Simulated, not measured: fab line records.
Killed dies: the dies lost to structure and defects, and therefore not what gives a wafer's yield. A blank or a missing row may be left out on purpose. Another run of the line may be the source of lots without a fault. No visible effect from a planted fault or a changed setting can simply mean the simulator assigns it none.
8D (eight disciplines) problem report, filled in by code + flow nand-harc + the parts of the form that need people (team, actions taken, sign-off) are left out

== 1. THE PROBLEM ==
killed-at-array at NHARC_END_SORT_01 reads a mean of 99 on 9 wafers of 3 lots; wafers without a fault read 28 with a standard deviation of 11. Measured from the usual mean, that is +6.4 standard deviations.
Earliest sighting: wafer L451.4 on prober-01 at day 24 11:25. At this step, 9 wafers from 3 lots have a number in the record. By rule, "out" or "out of limits" means more than 4 standard deviations away from the usual mean. Any other wafer with a number is counted as sound.

== 2. WHAT THIS IS AND IS NOT ==
| question                    | is                           | is not                                         |
|-----------------------------|------------------------------|------------------------------------------------|
| which readings at this step | killed-at-array, killed-dies | killed-at-periphery, killed-open, killed-short |
| which lots                  | L451, L453, L454             | -                                              |
| which wafers of those lots  | all that have a number       | -                                              |
| read on which gauges        | prober-01, prober-02         | -                                              |
| when                        | from day 24 11:25            | up to then (0 sound wafers)                    |

== 3. SUSPECTS, AND WHAT RULES EACH OUT ==
Counting: a tool at a process step up to the reading stays a suspect if it ran every lot that is out and no sound lot after the first of them.
- the gauge at NHARC_END_SORT_01: ruled out. Those wafers that are out were read across 2 gauges (prober-01, prober-02).
- har-cap-etch-01 at NHARC_A_CONTACT_ETCH_116 (etches the open film in C4F8/O2/Ar, time 94 s, target depth 922 nm): kept. It ran every lot that is out, first L451 (day 21 05:24), and no sound lot after that.
Remaining after the count: har-cap-etch-01 at NHARC_A_CONTACT_ETCH_116.

== 4. THE CAUSE (what the simulator had put in) ==
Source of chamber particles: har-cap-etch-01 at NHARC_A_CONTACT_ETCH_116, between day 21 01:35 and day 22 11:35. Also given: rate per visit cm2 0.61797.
Counting left only this tool.

== 5. SEQUENCE OF EFFECTS, ordered by route ==
Rows list readings where the struck wafers' mean (over those with a number) sits beyond 3 standard deviations from the usual. Readings are gone through only where the record gives a usual standard deviation; hours: the median, over the lots, of the time from a lot's start at the first step in this table giving one to that lot's start at this step; sigmas: the change measured in usual standard deviations.
| hours | step              | reading         | usual | on struck wafers | change | sigmas |
|-------|-------------------|-----------------|-------|------------------|--------|--------|
| 0     | NHARC_END_SORT_01 | killed-at-array | 28    | 99               | +71    | +6.4   |
| 0     | NHARC_END_SORT_01 | killed-dies     | 32    | 102              | +70    | +6.4   |

== 6. WHAT WOULD HAVE CAUGHT IT SOONER ==
Counted from the fault's start at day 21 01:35, it took 82 hours until the first out-of-limits reading at a measuring or inspecting step in this record, taken at day 24 11:25.
All the lots that are out (3) had begun NHARC_A_CONTACT_ETCH_116 on har-cap-etch-01 by day 24 11:25. Holding the tool at that point would not have protected any of them.
